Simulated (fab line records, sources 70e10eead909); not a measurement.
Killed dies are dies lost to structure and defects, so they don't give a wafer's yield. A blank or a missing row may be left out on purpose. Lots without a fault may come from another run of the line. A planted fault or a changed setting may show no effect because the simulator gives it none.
fab line records | flow nand_harc | part 1 of 2: steps 1 to 4 of 6
record lots=19 wafers=57 last_day=33
route steps=1302 shown A_STAIRCASE@639
lots that met no fault: from a run of the same line without faults
start_h: hours from the record's first day to the start of the lot's first wafer shown | wait_h: hours since the lot's step before | " the same as in the row above | L1.1+2: a row that stands for several wafers | - no value, or no start given | * or withheld: withheld | < > ~ a bound
route shown NAME@n: a module of which the file shows steps, and the number in the route of the first | usual: mean/standard deviation of fault-free wafers | same: alike in all rows | chamber/n: place in a boat | sites: the reading at each site | _std_site: their standard deviation | _edge_site: outer sites' mean less inner sites' | radius_mm: how far each site lies from the wafer's centre | mask NAME#n: copy n | behind: the tool/chamber that last shaped the wafer | hold: why the lot was held/for how many hours/how that ended | device: the transistor (n, p or np) that didn't switch | end of line: the same wafers' tests at the end of the route | a step without rows: its recipe alone | killed: dies lost to structure and defects at the first sort, not the wafer's yield | map: a wafer's dies, x killed, . not, _ none there
set.NAME: the setting as run; set.NAME@STEP: as run at that earlier step | model.NAME: the simulator's own value behind a step, which no gauge read
steps of the route over a sample of lots; a table a step, a row a wafer
services: from which hour (start_h, from the record's first day; less than 0 if before it) a tool's chamber was out of use, for how many hours, and why
## steps
# step NHARC_A_STAIRCASE_DEP_156
# recipe target_thk_a=500 temp_c=400 target_thk_nm=50 flow_sccm=200 rf_w=450 material=SiNx
# usual heater_power_w=696/78 susceptor_temp_C=400.00/0.21
# columns lot.wafer tool chamber start_h wait_h heater_power_w susceptor_temp_C
L074.1 pecvd-04 0 351.07 0.1 743 400.03
L074.3 " 1 " " 624 400.28
L074.4 " 1 " " 623 400.23
L075.3 pecvd-04 1 369.96 0.2 566 399.82
L075.6 " 2 " " 593 400.01
L075.4 " 0 " " 738 399.98
L077.2 pecvd-04 1 370.16 0.4 575 400.34
L077.1 " 2 " " 589 400.08
L077.5 " 2 " " 593 400.34
L076.1 pecvd-04 2 375.47 0.1 591 400.31
L076.2 " 0 " " 684 400.09
L076.3 " 1 " " 660 400.17
L078.2 pecvd-03 2 391.56 0.2 714 399.73
L078.3 " 0 " " 735 400.34
L078.6 " 1 " " 634 400.04
L081.3 pecvd-03 2 411.23 0.1 827 400.13
L081.1 " 0 " " 724 400.33
L081.5 " 2 " " 814 399.60
L085.3 pecvd-03 2 461.33 0.1 698 399.86
L085.2 " 1 " " 724 399.90
L085.4 " 1 " " 727 399.72
L088.1 pecvd-03 2 485.51 0.1 746 399.74
L088.3 " 0 " " 721 399.98
L088.5 " 1 " " 717 400.39
L086.1 pecvd-01 1 485.56 0.1 749 400.12
L086.4 " 0 " " 699 400.18
L086.5 " 2 " " 711 399.75
L089.2 pecvd-03 1 499.85 0.1 595 399.71
L089.6 " 2 " " 826 400.34
L089.5 " 1 " " 601 399.75
L087.2 pecvd-04 0 512.51 0.1 709 399.83
L087.1 " 1 " " 570 399.70
L087.3 " 2 " " 570 400.01
L090.1 pecvd-04 0 518.03 0.1 688 399.92
L090.5 " 0 " " 700 399.95
L090.4 " 1 " " 578 399.83
L091.2 pecvd-01 1 518.03 0.1 645 400.01
L091.6 " 1 " " 639 400.05
L091.5 " 0 " " 777 399.61
L092.3 pecvd-04 2 539.96 0.1 582 399.85
L092.6 " 0 " " 690 400.17
L092.5 " 1 " " 662 400.38
L094.2 pecvd-03 0 566.25 0.1 691 400.28
L094.3 " 1 " " 712 399.93
L094.1 " 2 " " 810 400.02
L096.2 pecvd-01 1 566.30 0.1 763 400.24
L096.5 " 2 " " 784 399.62
L096.4 " 1 " " 752 400.20
L093.2 pecvd-01 0 566.42 0.1 786 400.49
L093.1 " 1 " " 681 399.94
L093.3 " 2 " " 822 399.97
L095.2 pecvd-01 2 570.74 0.1 831 400.00
L095.5 " 0 " " 799 399.71
L095.4 " 1 " " 662 399.98
L097.1 pecvd-01 2 579.16 0.1 679 400.18
L097.5 " 2 " " 693 400.02
L097.6 " 1 " " 739 400.02
# step NHARC_A_STAIRCASE_TRIM_14
# recipe time_s=211.2 o2_flow_sccm=500 ar_flow_sccm=0 bias_w=0 chemistry=O2
# usual drypump_motor_current_A=5.7/0.48 o2_flow_sccm=500.0/1.5 oes_product_au=0.999/0.0081 rf_vpp_V=57.7/0.92 showerhead_plenum_p_Torr=3.50/0.13 throttle_valve_pct=17.036/0.0089
# same time_s=211.2
# columns lot.wafer tool chamber start_h wait_h drypump_motor_current_A o2_flow_sccm oes_product_au rf_hours_counter_h rf_vpp_V showerhead_plenum_p_Torr throttle_valve_pct
L074.4 rie_diel-07 1 - - 5.7 500.6 0.992 16 57.7 3.55 17.052
L074.1 " 2 " " 6.7 499.3 1.005 21 58.7 3.59 17.031
L074.3 " 0 " " 6.3 498.8 1.007 19 57.3 3.45 17.034
L075.4 rie_diel-01 1 - - 5.1 500.6 1.004 51 58.9 3.27 17.030
L075.3 " 0 " " 5.7 497.8 0.999 51 57.8 3.43 17.046
L075.6 " 1 " " 5.1 499.2 1.005 - 57.8 3.27 17.035
L077.2 rie_diel-04 1 - - 5.7 498.6 0.994 1 57.6 3.53 17.043
L077.1 " 3 " " 6.2 501.4 1.002 2 57.8 3.34 17.033
L077.5 " 1 " " 5.7 500.2 1.011 - 58.5 3.53 17.032
L076.2 rie_diel-04 3 - - 6.2 498.8 0.991 3 56.7 3.34 17.046
L076.3 " 0 " " 5.5 500.3 0.990 3 57.4 3.45 17.039
L076.1 " 2 " " 5.3 498.8 0.996 3 57.0 3.39 17.035
L078.2 rie_diel-04 2 - - 5.3 499.1 0.992 8 57.2 3.39 17.030
L078.3 " 0 " " 5.6 500.8 0.990 9 57.7 3.45 17.046
L078.6 " 2 " " 5.3 500.1 1.000 - 59.0 3.39 17.025
L081.1 rie_diel-01 0 - - 5.7 498.9 0.987 12 57.8 3.42 17.043
L081.3 " 2 " " 5.1 500.4 0.991 11 58.1 3.55 17.032
L081.5 " 0 " " 5.7 500.8 0.986 - 59.2 3.42 17.019
L085.3 rie_diel-04 2 - - 5.3 501.4 1.006 32 55.0 3.38 17.039
L085.2 " 3 " " 6.2 499.9 0.993 30 57.8 3.32 17.029
L085.4 " 1 " " 5.7 499.1 1.009 30 58.7 3.51 17.025
L088.3 rie_diel-01 2 - - 5.1 502.8 0.999 36 58.5 3.53 17.042
L088.1 " 3 " " 5.1 500.6 1.000 42 59.2 3.65 17.024
L088.5 " 2 " " 5.1 500.1 0.995 - 58.5 3.53 17.042
L086.1 rie_diel-07 0 - - 6.2 499.1 1.008 6 56.9 3.43 17.030
L086.4 " 3 " " 5.4 500.1 0.994 6 58.0 3.57 17.027
L086.5 " 1 " " 5.7 499.2 0.999 - 58.0 3.53 17.043
L089.2 rie_diel-01 1 - - 5.1 499.5 0.996 28 58.5 3.79 17.039
L089.6 " 0 " " 5.7 500.6 0.999 - 56.9 3.40 17.038
L089.5 " 1 " " 5.1 500.1 0.999 - 59.0 3.79 17.028
L087.2 rie_diel-01 3 - - 5.1 499.8 0.992 48 58.5 3.65 17.052
L087.1 " 0 " " 5.7 500.4 0.985 46 58.0 3.40 17.039
L087.3 " 1 " " 5.1 496.6 0.987 30 57.9 3.79 17.048
L090.1 rie_diel-04 3 - - 6.2 500.6 0.998 48 58.2 3.31 17.031
L090.4 " 2 " " 5.3 500.4 1.002 - 56.5 3.37 17.035
L090.5 " 3 " " 6.2 497.3 1.007 - 57.7 3.31 17.030
L091.2 rie_diel-07 1 - - 5.7 499.9 0.992 10 58.0 3.52 17.050
L091.6 " 3 " " 5.3 499.4 0.996 - 58.7 3.57 17.043
L091.5 " 0 " " 6.3 498.7 1.000 - 58.0 3.42 17.039
L092.3 rie_diel-07 0 - - 6.3 497.6 1.014 25 55.2 3.42 17.036
L092.6 " 0 " " 6.3 499.9 1.009 - 57.3 3.42 17.029
L092.5 " 1 " " 5.7 502.1 1.001 - 58.7 3.52 17.042
L094.2 rie_diel-07 0 - - 6.2 500.6 1.000 36 58.7 3.41 17.038
L094.3 " 2 " " 6.7 498.5 1.025 28 58.0 3.56 17.043
L094.1 " 3 " " 5.4 502.7 0.999 35 58.5 3.56 17.041
L096.4 rie_diel-01 1 - - 5.1 499.0 0.995 0 59.0 3.78 17.032
L096.2 " 3 " " 5.2 498.9 0.995 0 56.8 3.64 17.047
L096.5 " 1 " " 5.1 500.8 0.985 - 58.4 3.78 17.028
L093.3 rie_diel-07 2 - - 6.7 501.0 1.016 28 58.5 3.56 17.056
L093.2 " 3 " " 5.4 499.4 1.002 36 58.1 3.56 17.039
L093.1 " 0 " " 6.3 500.0 1.009 36 56.9 3.41 17.030
L095.2 rie_diel-01 3 - - 5.1 500.7 1.007 1 58.3 3.64 17.029
L095.4 " 2 " " 5.1 501.4 0.980 1 58.5 3.52 17.040
L095.5 " 3 " " 5.1 501.7 0.998 - 58.9 3.64 17.030
L097.1 rie_diel-04 0 - - 5.5 499.8 1.000 7 56.7 3.42 17.017
L097.6 " 0 " " 5.5 501.5 1.006 - 56.8 3.42 17.061
L097.5 " 1 " " 5.7 498.5 1.005 - 56.1 3.50 17.029
# step NHARC_A_STAIRCASE_TRIM_16
# recipe time_s=211.2 o2_flow_sccm=500 ar_flow_sccm=0 bias_w=0 chemistry=O2
# usual drypump_motor_current_A=5.6/0.47 o2_flow_sccm=500.1/1.5 oes_product_au=1.000/0.0072 rf_vpp_V=57.7/0.82 showerhead_plenum_p_Torr=3.50/0.12 throttle_valve_pct=17.035/0.0094
# same time_s=211.2
# columns lot.wafer tool chamber start_h wait_h drypump_motor_current_A o2_flow_sccm oes_product_au rf_hours_counter_h rf_vpp_V showerhead_plenum_p_Torr throttle_valve_pct
L074.4 rie_diel-07 0 - - 6.2 501.6 1.017 19 57.0 3.45 17.040
L074.1 " 1 " " 5.7 498.5 1.001 16 55.8 3.55 17.040
L074.3 " 2 " " 6.7 499.8 1.013 21 57.9 3.59 17.033
L075.4 rie_diel-01 3 - - 5.1 499.7 1.007 49 58.2 3.67 17.040
L075.3 " 2 " " 5.1 501.4 0.994 48 57.7 3.55 17.019
L075.6 " 0 " " 5.7 500.8 0.994 - 57.8 3.43 17.036
L077.1 rie_diel-04 0 - - 5.5 501.1 1.004 2 56.4 3.45 17.034
L077.2 " 1 " " 5.7 499.1 1.001 1 58.1 3.53 17.023
L077.5 " 0 " " 5.5 503.9 0.997 - 58.0 3.45 17.017
L076.2 rie_diel-04 0 - - 5.5 501.9 1.001 3 58.0 3.45 17.043
L076.1 " 2 " " 5.3 500.2 1.012 3 58.5 3.39 17.035
L076.3 " 3 " " 6.2 503.8 0.997 4 58.0 3.34 17.035
L078.3 rie_diel-04 1 - - 5.7 500.7 1.003 7 58.8 3.52 17.045
L078.2 " 2 " " 5.3 498.7 0.999 8 57.6 3.39 17.045
L078.6 " 2 " " 5.3 501.2 0.997 - 57.7 3.39 17.035
L081.3 rie_diel-01 0 - - 5.7 499.1 1.002 12 57.4 3.42 17.038
L081.1 " 2 " " 5.1 502.9 0.995 11 57.2 3.55 17.029
L081.5 " 0 " " 5.7 498.1 0.988 - 57.6 3.42 17.037
L085.3 rie_diel-04 0 - - 5.5 499.1 1.006 29 56.9 3.43 17.035
L085.2 " 1 " " 5.7 500.7 1.003 30 55.9 3.51 17.045
L085.4 " 2 " " 5.3 498.3 0.995 32 56.4 3.38 17.024
L088.1 rie_diel-01 2 - - 5.1 498.9 0.996 36 56.9 3.53 17.043
L088.3 " 3 " " 5.1 500.8 1.004 42 58.1 3.65 17.035
L088.5 " 2 " " 5.1 497.2 0.997 - 57.0 3.53 17.034
L086.4 rie_diel-07 0 - - 6.2 498.4 1.008 6 57.2 3.43 17.019
L086.1 " 1 " " 5.7 500.4 1.010 3 56.2 3.53 17.015
L086.5 " 0 " " 6.3 500.2 1.006 - 56.2 3.43 17.028
L089.2 rie_diel-01 2 - - 5.1 500.6 1.000 40 56.6 3.53 17.040
L089.6 " 3 " " 5.1 498.3 1.002 - 58.3 3.65 17.033
L089.5 " 0 " " 5.8 499.0 0.995 - 57.3 3.40 17.033
L087.1 rie_diel-01 3 - - 5.1 500.0 0.990 48 58.7 3.65 17.036
L087.3 " 0 " " 5.7 503.1 0.985 46 56.1 3.40 17.046
L087.2 " 1 " " 5.1 501.3 0.989 30 58.4 3.79 17.037
L090.1 rie_diel-04 3 - - 6.2 500.1 1.002 48 57.2 3.31 17.042
L090.4 " 3 " " 6.3 500.7 0.998 - 57.7 3.31 17.036
L090.5 " 1 " " 5.7 501.1 0.999 - 57.5 3.50 17.025
L091.2 rie_diel-07 2 - - 6.7 497.6 1.019 10 56.8 3.57 17.030
L091.6 " 0 " " 6.2 500.7 1.000 - 57.6 3.42 17.039
L091.5 " 1 " " 5.7 499.1 0.987 - 57.3 3.52 17.030
L092.3 rie_diel-07 1 - - 5.7 501.7 0.998 20 57.5 3.52 17.034
L092.5 " 0 " " 6.3 499.6 0.994 - 57.1 3.42 17.023
L092.6 " 1 " " 5.7 499.3 0.989 - 57.8 3.52 17.036
L094.3 rie_diel-07 3 - - 5.4 502.4 0.999 35 59.1 3.56 17.029
L094.2 " 0 " " 6.3 497.5 0.995 36 57.4 3.41 17.039
L094.1 " 1 " " 5.7 498.3 0.985 28 56.8 3.51 17.044
L096.2 rie_diel-01 0 - - 5.7 502.1 0.996 0 58.1 3.40 17.040
L096.4 " 3 " " 5.1 500.2 1.011 0 57.5 3.64 17.046
L096.5 " 1 " " 5.1 501.0 0.993 - 57.8 3.78 17.048
L093.2 rie_diel-07 1 - - 5.7 499.5 0.993 29 58.3 3.51 17.056
L093.1 " 3 " " 5.4 500.1 1.002 36 58.4 3.56 17.039
L093.3 " 0 " " 6.2 498.3 0.991 36 58.4 3.41 17.029
L095.2 rie_diel-01 1 - - 5.1 498.7 0.999 1 58.6 3.78 17.023
L095.4 " 2 " " 5.1 501.3 0.997 1 58.6 3.52 17.019
L095.5 " 3 " " 5.1 500.3 1.011 - 59.2 3.64 17.024
L097.1 rie_diel-04 3 - - 6.2 499.2 1.008 7 58.0 3.31 17.042
L097.6 " 1 " " 5.7 500.9 1.006 - 58.2 3.50 17.054
L097.5 " 2 " " 5.3 498.8 0.991 - 56.7 3.36 17.028
# step NHARC_A_STAIRCASE_DESCUM_186
# recipe time_s=3 o2_flow_sccm=200 ar_flow_sccm=0 bias_power_w=0 chemistry=O2
# usual drypump_motor_current_A=5.6/0.5 o2_flow_sccm=200.0/0.58 oes_product_au=1.001/0.008 rf_vpp_V=57.8/0.91 showerhead_plenum_p_Torr=1.90/0.076 throttle_valve_pct=11.310/0.0094
# same bias_power_w=0 time_s=3
# columns lot.wafer tool chamber start_h wait_h drypump_motor_current_A o2_flow_sccm oes_product_au rf_hours_counter_h rf_vpp_V showerhead_plenum_p_Torr throttle_valve_pct
L074.4 rie_diel-07 3 357.61 - 5.4 198.7 0.999 24 57.8 1.95 11.296
L074.3 " 0 " " 6.3 199.4 1.015 20 59.3 1.87 11.318
L074.1 " 1 " " 5.7 199.9 1.003 17 58.9 1.92 11.300
L075.3 rie_diel-01 1 376.46 - 5.1 199.6 1.002 52 57.5 1.76 11.293
L075.4 " 2 " " 5.1 199.7 0.976 48 59.1 1.93 11.315
L075.6 " 2 " " 5.1 200.0 0.994 - 58.4 1.93 11.294
L077.2 rie_diel-04 2 376.76 - 5.3 200.3 1.008 2 57.6 1.83 11.303
L077.1 " 3 " " 6.2 199.7 0.994 3 59.0 1.80 11.312
L077.5 " 1 " " 5.7 199.9 0.995 - 58.4 1.91 11.320
L076.3 rie_diel-07 0 382.35 - 6.3 199.6 1.015 26 58.5 1.86 11.302
L076.1 " 1 " " 5.7 200.6 0.997 22 58.1 1.92 11.314
L076.2 " 2 " " 6.6 200.9 1.013 26 57.4 1.95 11.323
L078.2 rie_diel-07 1 401.76 - 5.7 199.4 1.000 31 56.2 1.92 11.309
L078.3 " 2 " " 6.7 198.7 1.008 35 56.5 1.95 11.325
L078.6 " 1 " " 5.7 199.0 1.003 - 58.2 1.92 11.327
L081.1 rie_diel-01 0 418.46 - 5.7 199.6 0.990 13 59.3 1.85 11.321
L081.3 " 2 " " 5.1 199.9 0.992 12 58.3 1.92 11.327
L081.5 " 0 " " 5.7 199.3 0.987 - 56.8 1.85 11.296
L085.3 rie_diel-07 2 468.50 - 6.6 199.9 0.998 52 58.1 1.94 11.314
L085.2 " 0 " " 6.2 200.0 1.004 50 57.6 1.86 11.310
L085.4 " 1 " " 5.7 199.1 1.005 45 58.0 1.91 11.306
L088.1 rie_diel-01 3 492.42 - 5.1 200.5 0.998 43 58.1 1.98 11.318
L088.3 " 1 " " 5.1 199.1 1.003 26 56.7 2.07 11.301
L088.5 " 2 " " 5.1 199.7 1.014 - 56.7 1.92 11.308
L086.1 rie_diel-01 3 492.64 - 5.1 199.9 0.991 43 58.9 1.98 11.310
L086.5 " 3 " " 5.2 199.9 0.996 - 58.1 1.98 11.320
L086.4 " 1 " " 5.1 200.0 0.992 - 58.2 2.07 11.289
L089.2 rie_diel-04 3 506.34 - 6.2 199.5 1.003 43 56.3 1.79 11.311
L089.6 " 3 " " 6.2 199.2 0.995 - 56.6 1.79 11.315
L089.5 " 0 " " 5.5 200.5 1.005 - 57.7 1.86 11.306
L087.1 rie_diel-04 2 519.02 - 5.3 201.0 1.004 48 58.0 1.82 11.299
L087.2 " 3 " " 6.2 199.8 1.001 47 55.9 1.79 11.320
L087.3 " 0 " " 5.5 199.7 1.016 44 57.1 1.85 11.303
L091.2 rie_diel-07 1 524.83 - 5.7 200.1 0.992 11 57.3 1.91 11.320
L091.6 " 0 " " 6.3 199.5 0.992 - 56.5 1.85 11.295
L091.5 " 1 " " 5.7 200.4 0.986 - 58.2 1.91 11.314
L090.1 rie_diel-04 1 525.43 - 5.7 200.1 1.009 47 57.7 1.90 11.311
L090.4 " 2 " " 5.3 200.5 0.991 - 58.3 1.82 11.304
L090.5 " 1 " " 5.7 199.1 1.004 - 58.3 1.90 11.300
L092.3 rie_diel-04 1 548.11 - 5.7 199.8 1.001 1 57.5 1.90 11.319
L092.5 " 3 " " 6.2 200.9 0.996 - 55.8 1.79 11.295
L092.6 " 0 " " 5.5 199.7 1.010 - 57.5 1.85 11.313
L094.1 rie_diel-04 0 573.03 - 5.5 200.5 1.005 4 56.9 1.85 11.318
L094.3 " 1 " " 5.7 200.4 1.006 5 57.4 1.90 11.321
L094.2 " 3 " " 6.2 200.9 1.015 4 56.4 1.79 11.293
L096.2 rie_diel-07 0 573.34 - 6.3 200.4 1.012 37 57.7 1.84 11.309
L096.4 " 1 " " 5.7 200.8 1.008 29 57.5 1.90 11.297
L096.5 " 2 " " 6.6 199.8 1.021 - 56.7 1.93 11.306
L093.3 rie_diel-01 0 573.52 - 5.7 200.5 1.010 1 57.5 1.84 11.309
L093.2 " 2 " " 5.1 200.5 1.000 1 59.1 1.91 11.305
L093.1 " 3 " " 5.1 200.5 1.005 1 58.8 1.98 11.295
L095.4 rie_diel-07 0 580.53 - 6.3 200.1 1.003 38 58.0 1.84 11.323
L095.2 " 1 " " 5.7 199.6 1.002 31 57.4 1.90 11.293
L095.5 " 2 " " 6.7 199.4 1.002 - 59.1 1.93 11.319
L097.1 rie_diel-04 1 585.45 - 5.7 200.7 1.003 8 56.9 1.89 11.328
L097.6 " 2 " " 5.3 200.1 0.993 - 57.6 1.81 11.321
L097.5 " 3 " " 6.2 199.6 0.991 - 57.7 1.78 11.312
